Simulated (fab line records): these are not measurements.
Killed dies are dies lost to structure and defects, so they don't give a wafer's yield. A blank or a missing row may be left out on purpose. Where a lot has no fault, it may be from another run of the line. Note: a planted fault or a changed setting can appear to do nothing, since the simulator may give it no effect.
Chamber matching    flow n5Finfet    4 sister chambers for N5_HKMG_FIN_HK_ALD_01 on aldHk-03
The step deposits HfO2, target thk 1.6 nm, pulse time 3 s, purge time 3 s. 4 wafers are shown with their chamber, then 12 later ones without.

WAFERS, EACH WITH ITS CHAMBER
wafer   chamber  precursorPulseHeightRel
L088.5  0        1.018
L090.1  2        1.007
L090.2  3        0.980
L090.5  1        1.011

WAFERS MISSING THEIR CHAMBER
wafer   precursorPulseHeightRel
L091.2  0.970
L091.3  0.960
L091.4  1.013
L092.2  1.020
L092.5  0.991
L092.6  0.979
L094.1  0.959
L094.4  1.029
L094.6  1.006
L096.1  0.999
L096.3  0.987
L096.4  1.014

WHICH CHAMBER EACH WENT THROUGH
wafer    from the rows above                 in truth
L091.2   3                                   3
L091.3   3                                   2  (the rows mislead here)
L091.4   can't be placed: 1 or 0 or 2        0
L092.2   can't be placed: 0 or 1 or 2        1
L092.5   can't be placed: 3 or 2 or 1 or 0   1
L092.6   3                                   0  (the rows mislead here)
L094.1   3                                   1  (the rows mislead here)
L094.4   can't be placed: 0 or 1 or 2        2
L094.6   can't be placed: 2 or 1 or 0        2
L096.1   can't be placed: 2 or 1 or 0 or 3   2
L096.3   can't be placed: 3 or 2 or 1        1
L096.4   can't be placed: 1 or 0 or 2        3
Correctly placed: 1 of 12. These rows do not allow placing 8 (true chamber among the candidates in 7). 3 placed wrongly.
How it was worked out, from the rows above alone: a wafer's distance from a chamber is the root of the sum, over the readings, of the square of ((its reading less the chamber's mean) divided by the reading's scatter). If the next closest chamber is less than 2 further off than the closest, the wafer can't be placed; otherwise it belongs to the closest. Each chamber's mean is taken over the wafers shown for it. The scatter: root of mean squared gap, hidden wafer to nearest shown wafer, with one shown wafer a chamber.
